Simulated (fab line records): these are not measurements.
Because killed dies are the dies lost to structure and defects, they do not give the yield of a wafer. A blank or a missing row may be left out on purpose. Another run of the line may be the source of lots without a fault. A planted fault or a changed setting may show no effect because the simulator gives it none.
Which of the tools did it? / flow nand harc / 18 wafers from 6 lots sampled at 3 of the route's 1159 steps

WHAT THE GAUGES READ, wafer by wafer
NHARC_A_BONDPAD_OVL_MEAS_35.
lot=L100; measured=day 18 07:13; on=overlay-02; overlay x nm (nm)=-2 -2 -2
lot=L101; measured=day 18 10:44; on=overlay-02; overlay x nm (nm)=-11 -11 -11
lot=L113; measured=day 22 07:51; on=overlay-02; overlay x nm (nm)=-2 -2 -2
lot=L118; measured=day 23 19:35; on=overlay-01; overlay x nm (nm)=1 2 2
lot=L120; measured=day 23 10:22; on=overlay-02; overlay x nm (nm)=-1 -2 -2
lot=L122; measured=day 23 20:58; on=overlay-02; overlay x nm (nm)=-7 -6 -6

TOOL THAT RAN EACH LOT (tool first, then ch and the chambers of the sampled wafers, then the start)
lot=L100; NHARC_P_M0_DEP_00=pecvd-02 ch 1,2, day 6 10:55; NHARC_A_M1_DEP_33=pecvd-03 ch 0,1, day 18 05:20
lot=L101; NHARC_P_M0_DEP_00=pecvd-03 ch 0,1,2, day 6 14:04; NHARC_A_M1_DEP_33=pecvd-03 ch 1,2, day 18 08:50
lot=L113; NHARC_P_M0_DEP_00=pecvd-03 ch 0,1, day 9 20:14; NHARC_A_M1_DEP_33=pecvd-04 ch 1,2, day 22 05:55
lot=L118; NHARC_P_M0_DEP_00=pecvd-03 ch 1,2, day 10 11:20; NHARC_A_M1_DEP_33=pecvd-03 ch 0,2, day 23 17:49
lot=L120; NHARC_P_M0_DEP_00=pecvd-03 ch 1,2, day 11 02:55; NHARC_A_M1_DEP_33=pecvd-03 ch 0,2, day 23 08:32
lot=L122; NHARC_P_M0_DEP_00=pecvd-03 ch 0,1,2, day 11 07:49; NHARC_A_M1_DEP_33=pecvd-04 ch 1,2, day 23 19:13
- NHARC_P_M0_DEP_00: deposits SiOC, target thk 150 nm.
- NHARC_A_M1_DEP_33: deposits SiCN, target thk 30 nm.

THE ANSWER, worked out from the rows above alone
Rule: what is usual is taken from the lots themselves. Put in order of their means at a reading, lots are off if they are a third of the lots or fewer, leave a main group of 4 or more, and stand apart from it by a gap of 3 or more times the standard deviation of the main group's means; of several such gaps the widest counts. The tables above print the reading to a certain number of digits; a main group whose means all agree to those digits is not used. Also off: a lot with no number at a reading for which 4 or more lots have one. All remaining lots with rows at the step are treated as sound.
Nothing can be told from this: no lot is off at any reading shown.

WHAT WAS PUT IN BY THE SIMULATOR
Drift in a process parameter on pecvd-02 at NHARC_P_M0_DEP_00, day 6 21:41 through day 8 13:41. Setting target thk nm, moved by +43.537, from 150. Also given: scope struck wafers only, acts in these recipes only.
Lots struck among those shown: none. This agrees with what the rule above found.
